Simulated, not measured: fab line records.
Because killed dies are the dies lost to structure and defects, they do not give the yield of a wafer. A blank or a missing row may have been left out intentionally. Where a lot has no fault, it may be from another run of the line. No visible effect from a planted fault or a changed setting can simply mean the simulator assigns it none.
Chamber matching ; flow n5-finfet ; 4 sister chambers for N5_BEOL_M10_ETCH_65 on rie-diel-03
The step etches SiARC in CF4, target depth 39 nm, time 65 s. 4 wafers are shown with their chamber, then 10 later ones without.

EACH WAFER AND ITS CHAMBER
wafer;chamber;drypump-motor-current-A (A)
L080.2;3;5.3
L090.1;0;5.5
L091.2;1;6.0
L091.3;2;5.2

WAFERS MISSING THEIR CHAMBER
wafer;drypump-motor-current-A (A)
L091.5;5.2
L094.2;5.4
L094.4;5.2
L094.5;5.5
L095.2;6.0
L095.3;5.4
L095.4;5.5
L096.2;5.5
L096.3;5.3
L096.6;6.1

WHICH CHAMBER EACH ONE RAN IN
wafer;from the rows above;in truth
L091.5;can't be placed: 2 or 3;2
L094.2;can't be placed: 0 or 3 or 2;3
L094.4;can't be placed: 2 or 3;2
L094.5;0;0
L095.2;1;1
L095.3;can't be placed: 0 or 3 or 2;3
L095.4;0;0
L096.2;0;0
L096.3;can't be placed: 3 or 2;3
L096.6;1;1
Placed correctly: 5 of 10. Cannot be placed on the basis of these rows: 5; the candidates contain the true chamber in 5. Placed wrongly: 0.
How it was worked out, from the rows above alone: a wafer's distance from a chamber is the root of the sum, over the readings, of the square of ((its reading less the chamber's mean) divided by the reading's scatter). If the next closest chamber is less than 2 further off than the closest, the wafer can't be placed; otherwise it belongs to the closest. The mean given for a chamber averages the wafers shown for that chamber. The scatter (one wafer shown for each chamber): square how far every hidden wafer sits from the nearest shown wafer, average those squares and take the square root.
